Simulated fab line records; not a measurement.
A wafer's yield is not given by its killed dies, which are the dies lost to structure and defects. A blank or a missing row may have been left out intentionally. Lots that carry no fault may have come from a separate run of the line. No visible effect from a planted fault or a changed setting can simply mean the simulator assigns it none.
Matching of chambers ; flow n5_finfet ; N5_BEOL_M1_ETCHBACK_99 on rie_diel-06 has 4 sister chambers
The step etches SiO2 in CHF3, target depth 5 nm, time 10.4 s. 4 wafers are shown with their chamber, then 7 later ones without.

## WAFERS PAIRED WITH THEIR CHAMBERS
wafer;chamber;drypump_motor_current_A (A)
L090.3;1;5.4
L090.6;3;5.4
L091.1;2;6.5
L091.2;0;6.4

## WAFERS MISSING THEIR CHAMBER
wafer;drypump_motor_current_A (A)
L091.3;5.4
L087.1;6.4
L087.2;5.5
L087.3;5.4
L093.2;6.4
L093.3;5.5
L093.6;5.4

## THE CHAMBER EACH PASSED THROUGH
wafer;from the rows above;in truth
L091.3;can't be placed: 1 or 3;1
L087.1;can't be placed: 0 or 2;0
L087.2;can't be placed: 1 or 3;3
L087.3;can't be placed: 1 or 3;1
L093.2;can't be placed: 0 or 2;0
L093.3;can't be placed: 1 or 3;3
L093.6;can't be placed: 1 or 3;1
Correctly placed: 0 of 7. Unplaceable from these rows: 7, with the true chamber sitting among the candidates in 7. 0 placed wrongly.
How it was worked out, from the rows above alone: a wafer's distance from a chamber is the root of the sum, over the readings, of the square of ((its reading less the chamber's mean) divided by the reading's scatter). The wafer belongs to the nearest chamber; if the next one is less than 2 further off, it can't be placed. The mean given for a chamber averages the wafers shown for that chamber. The scatter (one wafer shown for each chamber): square how far every hidden wafer sits from the nearest shown wafer, average those squares and take the square root.
